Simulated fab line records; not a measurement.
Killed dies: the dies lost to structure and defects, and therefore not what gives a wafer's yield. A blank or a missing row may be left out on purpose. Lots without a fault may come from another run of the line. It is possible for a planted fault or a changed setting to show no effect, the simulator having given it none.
Struck lot and sound lot, side by side    flow nand-harc    14 out of 1302 route steps
Sound: these wafers, L136.1, L136.3, L136.6. Wafers L154.2, L154.3, L154.6 were the ones struck. The cause comes at the end.
For every step that has rows: the tool of each side, followed by ch and its chambers, followed by its first start. Under that, the readings that differ: sound wafers    struck wafers    difference of the means    sigmas: that difference in standard deviations of wafers without a fault.
alike: words and numbers the same on both sides, and readings whose means are apart by under 2 such deviations; not compared: readings that were withheld, readings missing a value for some wafer, numbers with overlapping values and no deviation given by the record, and bounds like >300 which may hide the same value.
The two part at a step that has a row with sigmas, a row that says differs or no value, or rows on one side only. When numbers do not overlap yet have no deviation, they are printed without sigmas and do not part them. Lack of a reading on every wafer of one side parts them only where that side has two or more wafers.

first, 4 steps without rows for these wafers: NHARC_P_GATE_EBR_07; NHARC_P_GATE_EXPOSE_08 (exposes mask P HV); NHARC_P_GATE_PEB_09 (peb time 85 s); NHARC_P_GATE_DEVELOP_10 (time 70 s).
NHARC_P_GATE_CD_MEAS_11 targets a cd of 1640 nm.
  sound on cd-sem-02 ch 0, day 4 10:20; struck on cd-sem-03 ch 0, day 11 17:38
  alike: cd-nm
then, 1 step without rows for these wafers: NHARC_P_GATE_HARDBAKE_12 (time 80 s).
NHARC_P_GATE_DESCUM_13: chemistry O2, time 3 s.
  sound on rie-diel-09 ch 0,2,3, day 4 10:30; struck on rie-diel-10 ch 0,2, day 11 17:49
  alike: drypump-motor-current-A, oes-product-au, rf-vpp-V, showerhead-plenum-p-Torr, throttle-valve-pct
  not compared: rf-hours-counter-h
then, 5 steps without rows for these wafers: NHARC_P_GATE_ETCH_14 (etches SiO2 in dHF, target depth 48.8 nm); NHARC_P_GATE_STRIP_15 (strips in SPM, time 780 s); NHARC_P_GATE_PRECLEAN_71 (cleans in SC1); NHARC_P_GATE_SRD_72; NHARC_P_GATE_OXIDE_16 (material SiO2, target thk 3 nm, ox time 392 s).
NHARC_P_GATE_CVD_17: deposits poly-Si, target thk 150 nm, time 900 s.
  sound on lpcvd-poly-02 ch 0, day 4 20:38; struck on lpcvd-poly-02, day 12 03:27
  no value came back on the struck wafers for run-length-s (s), spike-tc-bottom-C (C), spike-tc-centre-C (C); on the sound wafers run-length-s (s) reads 902.3 902.3 902.3
NHARC_P_GATE_HM_DEP_102: deposits aC, target thk 120 nm.
  sound on acl-dep-02 ch 0, day 4 23:15; struck on acl-dep-03 ch 0, day 12 06:37
  alike: throttle-valve-pct

== WHERE THEY PART ==
NHARC_P_GATE_CVD_17 only, going by this record. Later steps at which nothing parts them and some readings are alike: NHARC_P_GATE_HM_DEP_102.

WHY: the cause the simulator had injected
Step skipped in full: lpcvd-poly-02, at NHARC_P_GATE_CVD_17, from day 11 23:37 onward. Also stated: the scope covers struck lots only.
